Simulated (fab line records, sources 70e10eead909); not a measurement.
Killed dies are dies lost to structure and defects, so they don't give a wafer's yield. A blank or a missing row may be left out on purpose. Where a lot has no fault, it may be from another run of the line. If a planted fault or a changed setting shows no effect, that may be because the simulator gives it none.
Matching of chambers | flow nandHarc | NHARC_A_WL_FILL_ETCHBACK_26 on rieSi-02: 4 sister chambers
The step etches the open film in HBr, target depth 52 nm, time 13.3 s. 22 wafers are shown with their chamber, then 11 later ones without.

== WAFERS PAIRED WITH THEIR CHAMBERS ==
wafer  | chamber | drypumpMotorCurrentA (A) | throttleValvePct (%) | hbrFlowSccm (sccm)
L079.1 | 0       | 6.5                      | 23.270               | 149.5
L079.2 | 3       | 5.4                      | 23.259               | 150.2
L079.6 | 1       | 5.6                      | 23.274               | 149.3
L081.1 | 2       | 5.9                      | 23.270               | 150.2
L081.2 | 0       | 6.5                      | 23.261               | 149.7
L081.6 | 2       | 5.9                      | 23.268               | 150.3
L080.1 | 2       | 5.9                      | 23.267               | 150.0
L080.3 | 1       | 5.6                      | 23.280               | 149.3
L080.6 | 1       | 5.6                      | 23.262               | 149.8
L082.2 | 2       | 5.9                      | 23.272               | 149.8
L082.3 | 0       | 6.5                      | 23.280               | 149.9
L082.6 | 3       | 5.4                      | 23.261               | 148.7
L083.1 | 3       | 5.4                      | 23.240               | 150.6
L083.3 | 2       | 5.9                      | 23.269               | 149.6
L083.6 | 1       | 5.6                      | 23.257               | 150.3
L088.2 | 1       | 5.6                      | 23.270               | 149.8
L088.3 | 3       | 5.3                      | 23.263               | 149.9
L088.6 | 2       | 5.9                      | 23.253               | 149.9
L089.1 | 0       | 6.5                      | 23.260               | 150.9
L089.5 | 3       | 5.4                      | 23.247               | 149.5
L089.6 | 0       | 6.6                      | 23.255               | 150.1
L090.4 | 0       | 6.5                      | 23.268               | 149.5

SIGNATURES (means of the wafers above)
reading              | chamber 0 | chamber 1 | chamber 2 | chamber 3 | scatter within a chamber
drypumpMotorCurrentA | 6.517     | 5.600     | 5.900     | 5.380     | 0.0301
throttleValvePct     | 23.26567  | 23.26860  | 23.26650  | 23.25400  | 0.00872
hbrFlowSccm          | 149.933   | 149.700   | 149.967   | 149.780   | 0.502
Rule: for each reading, subtract the chamber's mean from the wafer's reading, divide by that reading's scatter and square the result; add these up over the readings and take the root, which gives the wafer's distance from the chamber. The wafer belongs to the nearest chamber; if the next one is less than 2 further off, it can't be placed. The scatter: take each reading less its chamber's mean, square it, sum over the shown wafers, divide by the number of wafers less the number of chambers, and take the root.

== WAFERS MISSING THEIR CHAMBER ==
wafer  | drypumpMotorCurrentA (A) | throttleValvePct (%) | hbrFlowSccm (sccm)
L090.5 | 5.6                      | 23.263               | 149.9
L090.6 | 5.9                      | 23.272               | 149.8
L093.1 | 6.5                      | 23.253               | 150.4
L093.3 | 5.9                      | 23.265               | 150.2
L093.4 | 5.6                      | 23.275               | 149.4
L094.4 | 5.5                      | 23.270               | 150.3
L094.5 | 6.5                      | 23.291               | 149.7
L094.6 | 5.6                      | 23.276               | 150.6
L095.1 | 6.0                      | 23.269               | 150.7
L095.2 | 5.6                      | 23.278               | 149.5
L095.4 | 6.5                      | 23.275               | 151.0

== WHICH CHAMBER EACH WENT THROUGH ==
wafer  | from the rows above     | in truth
L090.5 | 1                       | 1
L090.6 | 2                       | 2
L093.1 | 0                       | 0
L093.3 | 2                       | 2
L093.4 | 1                       | 1
L094.4 | can't be placed: 1 or 3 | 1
L094.5 | 0                       | 0
L094.6 | 1                       | 1
L095.1 | 2                       | 2
L095.2 | 1                       | 1
L095.4 | 0                       | 0
Correct placement for 10 of the 11. These rows do not allow placing 1 (true chamber among the candidates in 1). Wrongly placed: 0.
